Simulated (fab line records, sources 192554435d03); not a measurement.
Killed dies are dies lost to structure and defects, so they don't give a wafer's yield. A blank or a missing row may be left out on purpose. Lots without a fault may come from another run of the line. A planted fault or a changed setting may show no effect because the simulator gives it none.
fab line records | flow n5_finfet
record lots=11 wafers=30 last_day=18
route steps=1938 shown HKMG_FIN@458 GATE_CUT@465 BEOL_M4@1111 PASSIVATION@1936
lots that met no fault: from a run of the same line without faults
start_h: hours from the record's first day to the start of the lot's first wafer shown | wait_h: hours since the lot's step before | " the same as in the row above | L1.1+2: a row that stands for several wafers | - no value, or no start given | * or withheld: withheld | < > ~ a bound
route shown NAME@n: a module of which the file shows steps, and the number in the route of the first | usual: mean/standard deviation of fault-free wafers | same: alike in all rows | chamber/n: place in a boat | sites: the reading at each site | _std_site: their standard deviation | _edge_site: outer sites' mean less inner sites' | radius_mm: how far each site lies from the wafer's centre | mask NAME#n: copy n | behind: the tool/chamber that last shaped the wafer | hold: why the lot was held/for how many hours/how that ended | device: the transistor (n, p or np) that didn't switch | end of line: the same wafers' tests at the end of the route | a step without rows: its recipe alone | killed: dies lost to structure and defects at the first sort, not the wafer's yield | map: a wafer's dies, x killed, . not, _ none there
set.NAME: the setting as run; set.NAME@STEP: as run at that earlier step | model.NAME: the simulator's own value behind a step, which no gauge read
steps of the route over a sample of lots; a table a step, a row a wafer
services: from which hour (start_h, from the record's first day; less than 0 if before it) a tool's chamber was out of use, for how many hours, and why
## steps
# step N5_HKMG_FIN_W_FILL_22
# recipe material=W target_thk_a=600 temp_c=400 pressure_torr=39.4 time_s=18.2
# usual heater_power_w=843/110 throttle_valve_pct=19.0/0.53
# columns lot.wafer tool chamber start_h wait_h heater_power_w since_wet_clean_h throttle_valve_pct
L698.1 cvd_w-02 0 89.43 0.0 749 257 19.9
L698.2 " 1 " " 720 257 18.9
L698.4 " 1 " " 714 - 18.9
L704.2 cvd_w-01 1 121.58 0.0 850 804 19.1
L704.3 " 0 " " 1003 - 18.2
L704.5 " 1 " " 838 - 19.2
L705.3 cvd_w-02 1 130.53 0.0 724 - 18.8
L705.4 " 0 " " 749 - 19.6
L705.6 " 1 " " 697 - 19.1
L708.1 cvd_w-01 0 142.62 0.0 981 825 18.4
L708.2 " 1 " " 832 825 19.1
L708.6 " 1 " " 841 - 19.2
L713.1 cvd_w-01 0 174.40 0.0 990 856 18.3
L713.3 " 1 " " 840 - 19.2
L713.5 " 1 " " 860 - 19.4
L715.1 cvd_w-01 0 184.95 0.0 977 867 18.3
L715.3 " 1 " " 847 - 19.1
L715.4 " 0 " " 987 - 18.3
L716.1 cvd_w-02 0 195.66 0.0 758 364 19.8
L716.5 " 1 " " 708 - 19.1
L716.6 " 0 " " 769 - 19.6
L717.3 cvd_w-01 0 197.47 0.0 989 - 18.2
L717.5 " 0 " " 990 - 18.3
L718.2 cvd_w-01 0 203.67 0.0 1001 886 18.5
L718.4 " 1 " " 848 - 19.3
L719.4 cvd_w-02 1 215.16 0.0 719 - 19.4
L719.5 " 1 " " 712 - 19.5
L719.6 " 0 " " 765 - 19.8
L720.2 cvd_w-01 1 218.89 0.0 839 901 19.5
L720.4 " 1 " " 835 - 19.2
# step N5_HKMG_FIN_CMP_23
# recipe stop_on=SiNx t_overpolish_s=10 post_cmp_clean=rinse_only down_force_psi=4 platen_rpm=50.289 pad_velocity_m_s=1.0006 target_thk_nm=46.326
# usual head_pressure_psi=3.999/0.0084 motor_current_A=11.9/1.4 overpolish_run_s=10.000/0.0097 time_to_endpoint_s=12.3/2.9
# same t_overpolish_s=10
# columns lot.wafer tool chamber start_h wait_h head_pressure_psi motor_current_A overpolish_run_s time_to_endpoint_s
L698.4 cmp-01 2 89.54 0.0 3.998 11.5 9.993 19.0
L698.1 " 0 " " 3.996 10.9 10.006 10.2
L698.2 " 1 " " 4.008 14.4 10.003 9.8
L704.3 cmp-01 3 121.85 0.2 4.003 10.3 10.000 11.8
L704.2 " 0 " " 3.993 10.7 10.010 10.0
L704.5 " 1 " " 3.983 13.8 9.999 10.7
L705.3 cmp-04 2 130.63 0.0 3.999 11.0 10.000 10.5
L705.4 " 1 " " 4.021 9.8 10.009 11.2
L705.6 " 2 " " 3.992 10.8 10.014 10.9
L708.2 cmp-01 2 142.73 0.0 4.003 11.5 10.008 13.4
L708.1 " 3 " " 3.992 10.1 10.008 7.4
L708.6 " 2 " " 3.999 11.6 9.993 11.6
L713.1 cmp-02 1 174.58 0.1 4.003 11.0 10.010 13.3
L713.3 " 2 " " 3.992 12.4 10.012 11.7
L713.5 " 0 " " 4.007 11.1 9.998 16.6
L715.3 cmp-02 2 185.09 0.0 4.001 12.6 10.001 14.5
L715.4 " 0 " " 3.989 11.5 10.002 14.0
L715.1 " 1 " " 4.011 11.4 9.999 13.3
L716.1 cmp-02 0 195.93 0.2 3.994 12.0 9.989 17.1
L716.6 " 2 " " 4.011 12.5 10.003 11.4
L716.5 " 3 " " 4.004 12.5 10.007 14.3
L717.3 cmp-04 1 197.83 0.3 4.006 10.3 10.018 13.2
L717.5 " 2 " " 3.987 11.8 10.006 10.9
L718.2 cmp-02 2 203.86 0.1 4.003 12.3 9.995 11.6
L718.4 " 3 " " 4.008 13.4 9.998 11.6
L719.4 cmp-02 3 215.34 0.1 3.988 13.5 10.002 10.1
L719.5 " 2 " " 4.002 12.3 9.995 10.4
L719.6 " 3 " " 3.986 12.5 9.994 12.3
L720.4 cmp-01 0 219.15 0.2 3.994 10.7 9.993 8.9
L720.2 " 1 " " 3.995 13.9 9.998 9.6
# step N5_HKMG_FIN_CMP_94
# recipe stop_on=SiNx post_cmp_clean=w_dilute_nh4oh t_overpolish_s=4.7 down_force_psi=4 platen_rpm=50.289 pad_velocity_m_s=1.0006 target_thk_nm=43.299
# usual head_pressure_psi=4.002/0.0082 motor_current_A=11.8/1.3
# same t_overpolish_s=4.7
# columns lot.wafer tool chamber start_h wait_h head_pressure_psi motor_current_A
L698.4 cmp-01 2 90.02 0.4 3.996 11.7
L698.1 " 0 " " 3.998 10.6
L698.2 " 1 " " 4.016 14.3
L704.3 cmp-01 3 122.23 0.3 3.993 10.8
L704.2 " 0 " " 4.009 10.2
L704.5 " 1 " " 3.993 14.1
L705.3 cmp-04 2 131.11 0.4 4.000 10.5
L705.4 " 1 " " 4.005 9.6
L705.6 " 2 " " 4.003 10.9
L708.2 cmp-01 2 143.21 0.4 4.003 12.3
L708.1 " 3 " " 3.988 9.8
L708.6 " 2 " " 4.000 11.4
L713.1 cmp-02 1 175.01 0.3 4.003 11.6
L713.3 " 2 " " 4.008 12.4
L713.5 " 0 " " 4.000 11.8
L715.3 cmp-02 2 185.57 0.4 4.011 12.1
L715.4 " 0 " " 4.008 11.4
L715.1 " 1 " " 4.011 11.7
L716.1 cmp-02 0 196.31 0.3 4.014 11.5
L716.6 " 2 " " 4.004 12.0
L716.5 " 3 " " 4.013 13.2
L717.3 cmp-04 1 198.16 0.2 4.004 10.5
L717.5 " 2 " " 3.994 10.8
L718.2 cmp-02 2 204.29 0.3 4.003 11.6
L718.4 " 3 " " 4.025 12.2
L719.4 cmp-02 3 215.77 0.3 3.990 13.6
L719.5 " 2 " " 3.992 12.3
L719.6 " 3 " " 3.999 12.8
L720.4 cmp-01 0 219.53 0.3 3.998 11.1
L720.2 " 1 " " 3.986 14.6
# step N5_GATE_CUT_ETCHBACK_00
# recipe chemistry=SF6/Cl2 target=W pressure_mtorr=8 icp_w=900 bias_w=80 SF6_flow_sccm=40 Cl2_flow_sccm=60
# usual SF6_flow_sccm=40.00/0.12 bias_w=80.02/0.27 drypump_motor_current_A=5.62/0.25 oes_product_au=0.78/0.14 throttle_valve_pct=28.03/0.19
# columns lot.wafer tool chamber start_h wait_h SF6_flow_sccm bias_w drypump_motor_current_A oes_product_au rf_hours_counter_h throttle_valve_pct
L698.1 rie_metal-02 1 90.30 0.0 39.90 79.83 5.82 0.57 137 27.60
L698.2 " 0 " " 40.16 79.88 5.29 0.64 114 27.79
L698.4 " 0 " " 39.98 80.01 5.29 0.64 - 27.80
L704.2 rie_metal-01 0 122.61 0.1 40.20 79.77 5.39 0.89 - 28.11
L704.3 " 0 " " 40.16 79.71 5.40 0.88 - 28.13
L704.5 " 0 " " 39.96 79.59 5.41 0.89 - 28.12
L705.3 rie_metal-03 0 131.41 0.1 39.73 80.23 5.99 0.62 - 27.99
L705.4 " 1 " " 39.92 80.56 5.48 0.75 - 27.85
L705.6 " 0 " " 39.95 80.27 5.97 0.63 - 27.99
L708.1 rie_metal-01 1 143.48 0.0 39.95 80.20 5.86 0.98 1 28.33
L708.2 " 0 " " 40.09 79.83 5.39 0.88 10 28.14
L708.6 " 1 " " 39.96 79.96 5.86 0.98 - 28.33
L713.1 rie_metal-03 1 175.25 0.0 39.78 80.14 5.48 0.73 44 27.88
L713.3 " 0 " " 40.00 79.79 5.96 0.61 - 28.00
L713.5 " 1 " " 39.92 79.77 5.47 0.74 - 27.86
L715.1 rie_metal-03 0 185.83 0.0 - - - - - -
L715.3 " 0 " " - - - - - -
L715.4 " 1 " " - - - - - -
L716.1 rie_metal-03 1 196.58 0.1 - - - - - -
L716.5 " 1 " " - - - - - -
L716.6 " 1 " " - - - - - -
L717.3 rie_metal-02 0 198.38 0.1 40.05 80.36 5.28 0.62 - 27.82
L717.5 " 1 " " 39.80 80.37 5.79 0.92 - 27.81
L718.2 rie_metal-01 1 204.52 0.0 39.93 79.85 5.83 0.92 6 28.33
L718.4 " 1 " " 39.86 79.89 5.83 0.92 - 28.34
L719.4 rie_metal-01 1 216.04 0.1 40.01 79.61 5.83 0.93 - 28.34
L719.5 " 0 " " 39.91 80.47 5.40 0.85 - 28.15
L719.6 " 1 " " 39.74 80.22 5.81 0.93 - 28.34
L720.2 rie_metal-03 0 219.74 0.0 39.90 79.76 6.02 0.61 122 28.01
L720.4 " 1 " " 40.10 79.75 5.47 0.72 - 27.88
# step N5_BEOL_M4_RC_MEAS_101
# usual DIBL_N=36.1/2 DIBL_P=36.3/2.5 IOFF_N=0.16/0.037 IOFF_P=0.21/0.039 ION_N=678/15 ION_P=465/8.7 SS_N=71.4/0.7 SS_P=73.3/0.74 VT_N=249/3.6 VT_P=-250.0/2.9
# columns lot.wafer tool chamber start_h wait_h DIBL_N[mV/V] DIBL_P[mV/V] IOFF_N[nA/um] IOFF_P[nA/um] ION_N[uA/um] ION_P[uA/um] SS_N[mV/dec] SS_P[mV/dec] VT_N[mV] VT_P[mV]
L698.1 prober-02 0 178.41 0.0 38.3 39.1 0.24 0.29 711 482 71.9 73.6 241 -245.8
L698.2 " 0 " " 35.3 35.5 0.16 0.22 670 465 71.7 71.8 249 -248.4
L698.4 " 0 " " 35.2 36.0 0.16 0.23 671 465 71.8 72.8 245 -249.0
L704.2 prober-02 0 199.78 0.2 32.3 30.4 0.09 0.14 653 459 70.1 71.2 257 -253.7
L704.3 " 0 " " 34.5 33.9 0.12 0.18 666 465 71.4 73.0 251 -250.1
L704.5 " 0 " " 37.8 38.5 0.17 0.25 672 467 71.9 73.8 248 -247.8
L705.3 prober-02 0 233.23 0.3 38.9 40.1 0.20 0.21 675 456 72.3 73.5 250 -253.0
L705.4 " 0 " " 35.9 37.6 0.15 0.18 673 453 71.5 72.7 252 -254.6
L705.6 " 0 " " 36.7 38.4 0.16 0.19 670 452 72.0 72.8 252 -253.3
L708.1 prober-01 0 255.86 0.0 34.2 32.9 0.12 0.19 666 463 70.9 72.2 253 -250.1
L708.2 " 0 " " 35.7 34.2 0.14 0.20 675 466 71.2 73.9 252 -249.2
L708.6 " 0 " " 39.3 38.5 0.20 0.28 667 456 73.3 73.9 247 -248.1
L713.1 prober-02 0 283.95 0.0 32.4 32.2 0.11 0.13 660 448 70.8 71.7 252 -256.9
L713.3 " 0 " " 35.0 36.2 0.15 0.18 670 458 71.6 73.5 250 -254.3
L713.5 " 0 " " 32.9 34.0 0.13 0.16 675 461 70.4 71.8 248 -254.9
L718.2 prober-02 0 306.21 0.2 38.5 39.9 0.21 0.22 685 455 72.0 74.3 248 -252.6
L718.4 " 0 " " 35.2 34.9 0.15 0.16 671 451 70.6 72.9 252 -256.1
L720.2 prober-02 0 313.26 0.2 34.2 34.1 0.13 0.18 676 466 70.1 73.3 251 -251.3
L720.4 " 0 " " 36.9 37.5 0.16 0.23 672 468 71.6 74.1 251 -249.1
L717.3 prober-02 0 318.94 0.3 35.6 35.0 0.15 0.20 675 466 71.8 73.3 250 -247.7
L717.5 " 0 " " 33.9 33.2 0.13 0.20 679 471 70.7 73.0 252 -248.3
L719.4 prober-01 0 325.44 0.5 39.8 41.0 0.25 0.31 702 476 72.3 74.4 242 -245.9
L719.5 " 0 " " 36.3 37.9 0.17 0.25 687 474 71.1 74.2 246 -244.9
L719.6 " 0 " " 37.8 38.1 0.21 0.24 689 460 72.4 74.1 244 -248.1
# step N5_PASSIVATION_PROBE_49
# usual defect_limited_yield=91.1/1.3 killed_at_M0_to_M3=32/9.7 killed_at_M4_up=16/6 killed_at_contacts=12/5.9 killed_at_front_end=41/11 killed_at_other=4/3.1 killed_dies=104/16 killed_on_rim=14/4 killed_open=68/12 killed_short=34/7.4 sort_bin_5_function=5.1/0.85 sort_bin_6_memory=3.3/0.66 sort_bin_8_speed=0.1/0.53 sort_n_pass=1075/16 sort_yield_pct=91.1/1.4
# same gross_dies=1180 killed_at_back_side=0 sort_bin_4_leakage[%]=0
# columns lot.wafer tool chamber start_h wait_h defect_limited_yield[%] killed_at_M0_to_M3 killed_at_M4_up killed_at_contacts killed_at_front_end killed_at_other killed_dies killed_on_rim killed_open killed_short sort_bin_5_function[%] sort_bin_6_memory[%] sort_bin_8_speed[%] sort_n_pass sort_yield_pct[%]
L715.1 prober-01 - 412.94 0.0 0 30 9 9 1129 3 1180 152 58 38 96.5 3.3 0 0 0
L715.3 prober-01 - 413.04 0.1 0 48 6 16 1108 2 1180 152 87 51 94.8 4.8 0 0 0
L715.4 prober-01 - 413.09 0.2 0 37 14 11 1114 4 1180 152 67 30 96.4 3.4 0 0 0
L716.1 prober-01 - 425.29 0.0 0 25 6 19 1127 3 1180 152 80 28 96.2 3.6 0 0 0
L716.5 prober-01 - 425.49 0.2 0 42 14 4 1117 3 1180 152 65 41 95.7 3.6 0 0 0
L716.6 prober-01 - 425.54 0.3 0 41 7 9 1120 3 1180 152 66 41 95.6 3.9 0 0 0
# killed by level:class
L715.1 GATE_CUT:area_etchback=1084 FIN_SAQP:geometric_particle:short=9 STI_FIN_REVEAL:geometric_particle:open=9 BEOL_M3:geometric_particle:open=9 MOL_CONTACT_COAG:geometric_particle:open=6 ILD0:geometric_particle:short=5 BEOL_M1:geometric_particle:open=5 STI_FIN_REVEAL:geometric_particle:short=4
L715.3 GATE_CUT:area_etchback=1042 FIN_SAQP:geometric_particle:open=20 FIN_SAQP:geometric_particle:short=18 BEOL_M3:geometric_particle:open=18 MOL_CONTACT_COAG:geometric_particle:open=15 DUMMY_GATE:geometric_particle:open=8 BEOL_M0_SAQP:geometric_particle:short=7 ILD0:geometric_particle:short=7
L715.4 GATE_CUT:area_etchback=1082 MOL_CONTACT_COAG:geometric_particle:open=10 BEOL_M1:geometric_particle:open=10 FIN_SAQP:geometric_particle:open=7 DUMMY_GATE:geometric_particle:open=7 BEOL_M3:geometric_particle:open=7 BEOL_M0_SAQP:geometric_particle:short=6 STI_FIN_REVEAL:geometric_particle:open=3
L716.1 GATE_CUT:area_etchback=1071 MOL_CONTACT_COAG:geometric_particle:open=16 FIN_SAQP:geometric_particle:open=10 BEOL_M0_SAQP:geometric_particle:open=9 STI_FIN_REVEAL:geometric_particle:open=8 DUMMY_GATE:geometric_particle:open=7 BEOL_M3:geometric_particle:open=6 FIN_SAQP:geometric_particle:short=5
L716.5 GATE_CUT:area_etchback=1073 BEOL_M0_SAQP:geometric_particle:short=13 FIN_SAQP:geometric_particle:open=11 BEOL_M3:geometric_particle:open=8 BEOL_M0_SAQP:geometric_particle:open=7 BEOL_M2:geometric_particle:open=6 BEOL_M4:geometric_particle:open=6 STI_FIN_REVEAL:geometric_particle:open=5
L716.6 GATE_CUT:area_etchback=1071 BEOL_M0_SAQP:geometric_particle:short=11 FIN_SAQP:geometric_particle:open=9 FIN_SAQP:geometric_particle:short=9 BEOL_M0_SAQP:geometric_particle:open=9 STI_FIN_REVEAL:geometric_particle:open=8 BEOL_M2:geometric_particle:open=7 BEOL_M3:geometric_particle:open=7
## services
# columns tool chamber start_h hours kind
cvd_w-02 - 66.89 6.9 pm
cvd_w-01 - 77.03 14.6 pm
cmp-04 - 80.10 20.2 pm
rie_metal-01 1 111.38 - clean
rie_metal-01 1 111.38 16.4 scheduled_down
rie_metal-01 1 111.38 16.4 vent_cycle
rie_metal-03 - 119.00 2.8 pm
rie_metal-02 1 127.65 - clean
rie_metal-02 1 127.65 19.8 scheduled_down
rie_metal-02 1 127.65 19.8 vent_cycle
cmp-04 - 140.74 4.0 pm
cmp-04 - 144.74 - consumable_replace:conditioner
cmp-04 - 144.74 - consumable_replace:pad
cmp-01 - 147.27 0.3 repair
cvd_w-01 - 150.71 2.8 pm
cmp-01 - 151.92 1.6 repair
cmp-02 - 155.54 2.0 repair
rie_metal-01 - 158.39 2.1 repair
cmp-02 - 163.44 3.8 pm
cmp-04 - 171.47 3.7 pm
cvd_w-01 - 188.19 1.5 repair
rie_metal-03 0 188.68 12.9 repair
## key
first_sign step=N5_GATE_CUT_ETCHBACK_00 reading=tool_record direction=missing
effect step=N5_PASSIVATION_PROBE_49 reading=sort_bin_5_function direction=up sigmas=99+ usual=5.1 struck=95.9
more_kills_born_at N5_GATE_CUT_ETCHBACK_00@rie_metal-03=6423
met_at N5_GATE_CUT_ETCHBACK_00
struck_lots L715,L716
later_rows_left_out L715.1,L715.3,L715.4,L716.1,L716.5,L716.6
not_acting_at N5_HKMG_FIN_W_FILL_22,N5_HKMG_FIN_CMP_23,N5_HKMG_FIN_CMP_94
onset_between 175.25 185.83
fault kind=skipped_step_whole tool=rie_metal-03 chamber=- onset_h=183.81 steps=N5_GATE_CUT_ETCHBACK_00 scope=struck_lots_only
# later_rows_left_out: the simulator's readings of these wafers behind a module that went badly wrong aren't trusted and aren't shown, but for the sort
